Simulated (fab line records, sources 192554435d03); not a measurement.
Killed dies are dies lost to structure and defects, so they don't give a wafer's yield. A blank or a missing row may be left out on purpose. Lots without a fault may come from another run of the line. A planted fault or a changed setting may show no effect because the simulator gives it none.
Chamber matching | flow n5_finfet | N5_BEOL_M9_ETCH_61 on rie_diel-06: 4 sister chambers
The step etches SiARC in CF4, target depth 39 nm, time 65 s. 4 wafers are shown with their chamber, then 12 later ones without.

WAFERS WITH THEIR CHAMBER
wafer  | chamber | drypump_motor_current_A (A)
L085.4 | 1       | 6.0
L090.2 | 2       | 5.0
L090.4 | 3       | 4.9
L090.5 | 0       | 5.3

WAFERS WITHOUT THEIR CHAMBER
wafer  | drypump_motor_current_A (A)
L094.2 | 5.0
L094.3 | 5.4
L094.5 | 5.0
L095.4 | 5.9
L095.5 | 6.0
L095.6 | 5.3
L096.4 | 5.3
L096.5 | 5.9
L096.6 | 5.0
L097.1 | 5.3
L097.4 | 5.0
L097.5 | 5.4

WHICH CHAMBER EACH WENT THROUGH
wafer  | from the rows above     | in truth
L094.2 | can't be placed: 2 or 3 | 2
L094.3 | 0                       | 0
L094.5 | can't be placed: 2 or 3 | 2
L095.4 | 1                       | 1
L095.5 | 1                       | 1
L095.6 | 0                       | 0
L096.4 | 0                       | 0
L096.5 | 1                       | 1
L096.6 | can't be placed: 2 or 3 | 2
L097.1 | 0                       | 0
L097.4 | can't be placed: 2 or 3 | 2
L097.5 | 0                       | 0
Placed correctly: 8 of 12. Can't be placed from these rows: 4 (the true chamber is among the candidates in 4). Placed wrongly: 0.
How it was worked out, from the rows above alone: a wafer's distance from a chamber is the root of the sum, over the readings, of the square of ((its reading less the chamber's mean) divided by the reading's scatter). The wafer belongs to the nearest chamber; if the next one is less than 2 further off, it can't be placed. A chamber's mean is the mean of its shown wafers. The scatter: with one shown wafer a chamber, the root of the mean of the squares of how far each hidden wafer lies from its nearest shown one.
